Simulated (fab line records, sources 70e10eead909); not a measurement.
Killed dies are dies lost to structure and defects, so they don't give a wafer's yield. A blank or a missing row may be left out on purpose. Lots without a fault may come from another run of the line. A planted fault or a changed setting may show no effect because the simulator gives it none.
fab line records | flow nand_harc | part 2 of 2: steps 28 to 33 of 33
record lots=5 wafers=15 last_day=31
route steps=1302 shown A_STAIRCASE@639
lots that met no fault: from a run of the same line without faults
start_h: hours from the record's first day to the start of the lot's first wafer shown | wait_h: hours since the lot's step before | " the same as in the row above | L1.1+2: a row that stands for several wafers | - no value, or no start given | * or withheld: withheld | < > ~ a bound
route shown NAME@n: a module of which the file shows steps, and the number in the route of the first | usual: mean/standard deviation of fault-free wafers | same: alike in all rows | chamber/n: place in a boat | sites: the reading at each site | _std_site: their standard deviation | _edge_site: outer sites' mean less inner sites' | radius_mm: how far each site lies from the wafer's centre | mask NAME#n: copy n | behind: the tool/chamber that last shaped the wafer | hold: why the lot was held/for how many hours/how that ended | device: the transistor (n, p or np) that didn't switch | end of line: the same wafers' tests at the end of the route | a step without rows: its recipe alone | killed: dies lost to structure and defects at the first sort, not the wafer's yield | map: a wafer's dies, x killed, . not, _ none there
set.NAME: the setting as run; set.NAME@STEP: as run at that earlier step | model.NAME: the simulator's own value behind a step, which no gauge read
lots at some steps of the route; a table a step, a row a wafer
services: from which hour (start_h, from the record's first day; less than 0 if before it) a tool's chamber was out of use, for how many hours, and why
## steps
# step NHARC_A_STAIRCASE_TRIM_12
# recipe time_s=211.2 o2_flow_sccm=500 ar_flow_sccm=0 bias_w=0 chemistry=O2
# usual drypump_motor_current_A=5.7/0.43 o2_flow_sccm=500.1/1.4 oes_product_au=1.004/0.009 rf_vpp_V=57.9/0.83 showerhead_plenum_p_Torr=3.54/0.12 throttle_valve_pct=17.037/0.009
# columns lot.wafer tool chamber start_h wait_h drypump_motor_current_A o2_flow_sccm oes_product_au rf_hours_counter_h rf_vpp_V showerhead_plenum_p_Torr throttle_valve_pct
L075.1 rie_diel-11 0 357.27 0.1 6.6 502.8 0.996 27 57.7 3.57 17.035
L075.4 " 1 " " 5.1 500.3 1.003 30 56.7 3.50 17.029
L075.6 " 0 " " 6.7 502.6 1.004 - 58.3 3.57 17.056
L078.3 rie_diel-01 0 380.27 0.1 5.4 498.3 1.011 49 56.9 3.26 17.040
L078.6 " 0 " " 5.5 498.4 1.011 - 57.3 3.26 17.024
L078.5 " 1 " " 5.9 502.8 1.011 - 57.2 3.58 17.050
L082.2 rie_diel-08 1 439.59 0.1 5.6 500.4 1.006 14 56.9 3.65 17.041
L082.4 " 3 " " 5.8 500.3 1.003 15 58.3 3.48 17.027
L082.3 " 0 " " 5.4 503.7 1.015 10 58.2 3.58 17.043
L087.3 rie_diel-08 1 489.51 0.1 5.6 499.6 1.001 34 58.0 3.64 17.048
L087.2 " 0 " " 5.4 501.3 1.005 32 57.6 3.56 17.041
L087.5 " 1 " " 5.6 499.6 1.015 - 57.9 3.63 17.049
L094.2 rie_diel-01 1 544.65 0.1 5.9 500.9 1.009 56 58.3 3.55 17.048
L094.6 " 0 " " 5.5 502.7 1.015 - 58.6 3.78 17.040
L094.5 " 1 " " 5.9 499.5 1.022 - 58.5 3.55 17.048
# step NHARC_A_STAIRCASE_ETCH_13
# recipe target_depth_a=1000 time_s=40.5 ion_energy_ev=400 c4f8_flow_sccm=20 o2_flow_sccm=10 ar_flow_sccm=withheld rf_w=600 bias_w=1000 chemistry=C4F8/O2
# usual oes_product_au=0.946/0.014 rf_vpp_V=897/4.6
# columns lot.wafer tool chamber start_h wait_h oes_product_au rf_hours_counter_h rf_vpp_V
L075.1 rie_diel-11 3 - - 0.975 29 904
L075.4 " 1 " " 0.956 30 895
L075.6 " 0 " " 0.957 - 898
L078.3 rie_diel-01 1 - - 0.918 56 897
L078.5 " 1 " " 0.939 - 898
L078.6 " 2 " " 0.930 - 888
L082.2 rie_diel-08 2 - - 0.954 14 893
L082.3 " 0 " " 0.959 10 898
L082.4 " 1 " " 0.946 14 899
L087.3 rie_diel-08 0 - - 0.940 32 898
L087.2 " 1 " " 0.934 34 900
L087.5 " 0 " " 0.939 - 897
L094.2 rie_diel-01 0 - - 0.951 53 904
L094.6 " 1 " " 0.948 - 897
L094.5 " 2 " " 0.958 - 887
# step NHARC_A_STAIRCASE_TRIM_14
# recipe time_s=211.2 o2_flow_sccm=500 ar_flow_sccm=0 bias_w=0 chemistry=O2
# usual drypump_motor_current_A=5.7/0.44 o2_flow_sccm=499.9/1.1 oes_product_au=1.005/0.0089 rf_vpp_V=57.9/0.86 showerhead_plenum_p_Torr=3.54/0.12 throttle_valve_pct=17.037/0.0085
# columns lot.wafer tool chamber start_h wait_h drypump_motor_current_A o2_flow_sccm oes_product_au rf_hours_counter_h rf_vpp_V showerhead_plenum_p_Torr throttle_valve_pct
L075.1 rie_diel-11 0 - - 6.7 498.6 1.004 27 56.8 3.57 17.033
L075.4 " 1 " " 5.1 500.4 0.998 31 56.5 3.50 17.055
L075.6 " 0 " " 6.6 499.3 1.006 - 58.8 3.57 17.039
L078.3 rie_diel-01 2 - - 6.2 500.9 1.009 55 57.2 3.31 17.038
L078.6 " 0 " " 5.5 500.8 1.002 - 56.7 3.26 17.043
L078.5 " 1 " " 5.9 501.3 1.002 - 57.6 3.58 17.035
L082.4 rie_diel-08 3 - - 5.8 500.1 1.006 15 59.5 3.48 17.043
L082.3 " 0 " " 5.4 500.3 1.020 10 58.2 3.58 17.026
L082.2 " 1 " " 5.6 499.8 1.006 14 59.1 3.65 17.056
L087.3 rie_diel-08 0 - - 5.4 500.8 1.006 32 58.7 3.57 17.038
L087.2 " 1 " " 5.6 500.2 1.015 34 58.4 3.63 17.043
L087.5 " 3 " " 5.8 499.0 1.016 - 57.4 3.47 17.030
L094.2 rie_diel-01 1 - - 5.9 500.0 1.008 56 56.5 3.55 17.040
L094.5 " 0 " " 5.4 499.3 1.010 - 57.8 3.78 17.044
L094.6 " 1 " " 5.9 500.6 1.021 - 59.0 3.55 17.026
# step NHARC_A_STAIRCASE_ETCH_15
# recipe target_depth_a=1000 time_s=40.5 ion_energy_ev=400 c4f8_flow_sccm=20 o2_flow_sccm=10 ar_flow_sccm=withheld rf_w=600 bias_w=1000 chemistry=C4F8/O2
# usual oes_product_au=0.947/0.011 rf_vpp_V=897/4.7
# columns lot.wafer tool chamber start_h wait_h oes_product_au rf_hours_counter_h rf_vpp_V
L075.1 rie_diel-11 1 - - 0.944 31 896
L075.4 " 2 " " 0.964 32 900
L075.6 " 3 " " 0.966 - 902
L078.3 rie_diel-01 0 - - 0.937 50 886
L078.5 " 0 " " 0.943 - 886
L078.6 " 1 " " 0.943 - 899
L082.3 rie_diel-08 1 - - 0.947 14 902
L082.4 " 2 " " 0.945 14 894
L082.2 " 3 " " 0.942 16 894
L087.2 rie_diel-08 1 - - 0.950 34 900
L087.3 " 2 " " 0.950 40 891
L087.5 " 0 " " 0.951 - 896
L094.2 rie_diel-01 3 - - 0.941 47 892
L094.5 " 3 " " 0.944 - 890
L094.6 " 0 " " 0.957 - 904
# step NHARC_A_STAIRCASE_TRIM_16
# recipe time_s=211.2 o2_flow_sccm=500 ar_flow_sccm=0 bias_w=0 chemistry=O2
# usual drypump_motor_current_A=5.6/0.41 o2_flow_sccm=499.9/1.5 oes_product_au=1.004/0.01 rf_vpp_V=57.8/0.85 showerhead_plenum_p_Torr=3.55/0.12 throttle_valve_pct=17.036/0.009
# columns lot.wafer tool chamber start_h wait_h drypump_motor_current_A o2_flow_sccm oes_product_au rf_hours_counter_h rf_vpp_V showerhead_plenum_p_Torr throttle_valve_pct
L075.1 rie_diel-11 1 - - 5.1 500.3 1.012 31 58.1 3.50 17.025
L075.4 " 2 " " 5.4 500.9 1.027 32 58.1 3.63 17.061
L075.6 " 1 " " 5.1 500.6 1.017 - 58.6 3.50 17.025
L078.3 rie_diel-08 0 380.98 - 5.4 499.7 0.998 0 57.7 3.58 17.029
L078.6 " 1 " " 5.6 497.3 1.002 - 57.8 3.65 17.055
L078.5 " 2 " " 5.6 502.6 0.987 - 58.1 3.47 17.026
L082.3 rie_diel-08 3 - - 5.8 500.4 1.002 16 57.1 3.48 17.029
L082.2 " 0 " " 5.4 499.4 1.014 10 57.5 3.58 17.024
L082.4 " 1 " " 5.6 499.1 0.995 14 57.0 3.65 17.041
L087.3 rie_diel-08 3 - - 5.9 496.9 1.007 39 59.1 3.47 17.024
L087.2 " 0 " " 5.4 499.6 1.013 32 58.2 3.56 17.061
L087.5 " 0 " " 5.4 499.4 1.008 - 58.3 3.56 17.043
L094.2 rie_diel-01 1 - - 5.9 499.1 1.008 56 57.9 3.55 17.041
L094.6 " 3 " " 5.7 501.6 0.991 - 56.3 3.39 17.024
L094.5 " 0 " " 5.5 498.8 1.014 - 60.1 3.78 17.045
# step NHARC_A_STAIRCASE_ETCH_17
# recipe target_depth_a=1000 time_s=40.5 ion_energy_ev=400 c4f8_flow_sccm=20 o2_flow_sccm=10 ar_flow_sccm=withheld rf_w=600 bias_w=1000 chemistry=C4F8/O2
# usual oes_product_au=0.948/0.013 rf_vpp_V=897/4.3
# columns lot.wafer tool chamber start_h wait_h oes_product_au rf_hours_counter_h rf_vpp_V
L075.4 rie_diel-11 1 - - 0.933 31 896
L075.1 " 3 " " 0.967 29 902
L075.6 " 1 " " 0.939 - 895
L078.3 rie_diel-08 0 - - 0.975 0 898
L078.6 " 3 " " 0.979 - 895
L078.5 " 0 " " 0.980 - 898
L082.2 rie_diel-08 0 - - 0.962 10 898
L082.4 " 1 " " 0.953 14 901
L082.3 " 2 " " 0.946 14 894
L087.3 rie_diel-08 3 - - 0.951 40 894
L087.2 " 1 " " 0.948 34 900
L087.5 " 0 " " 0.940 - 897
L094.2 rie_diel-01 0 - - 0.952 53 905
L094.6 " 2 " " 0.960 - 885
L094.5 " 3 " " 0.938 - 892
## services
# columns tool chamber start_h hours kind
rie_diel-01 3 341.35 4.0 repair
plasma_asher-01 - 342.00 9.0 pm
rie_diel-08 - 371.91 9.0 pm
rie_diel-11 2 374.60 5.1 repair
rie_diel-11 0 376.23 4.5 repair
rie_diel-11 1 382.95 10.2 repair
litho_track-02 - 402.00 7.0 pm
wet_bench-01 - 404.50 3.3 repair
rie_diel-08 0 405.01 15.9 repair
rie_diel-01 2 406.95 6.4 repair
rie_diel-01 2 418.99 8.1 repair
wet_bench-02 - 420.00 8.0 pm
litho_track-07 - 426.00 7.0 pm
rie_diel-08 0 432.64 2.7 repair
rie_diel-11 - 435.98 9.0 pm
krf_scanner-02 - 439.43 4.0 pm
wet_bench-01 - 453.63 8.0 pm
rie_diel-01 3 461.79 1.3 repair
litho_track-05 - 474.00 7.0 pm
rie_diel-01 3 474.99 5.7 repair
rie_diel-08 1 481.25 4.0 repair
rie_diel-11 3 486.50 8.3 repair
wet_bench-01 - 492.81 1.6 repair
rie_diel-08 - 498.61 5.7 repair
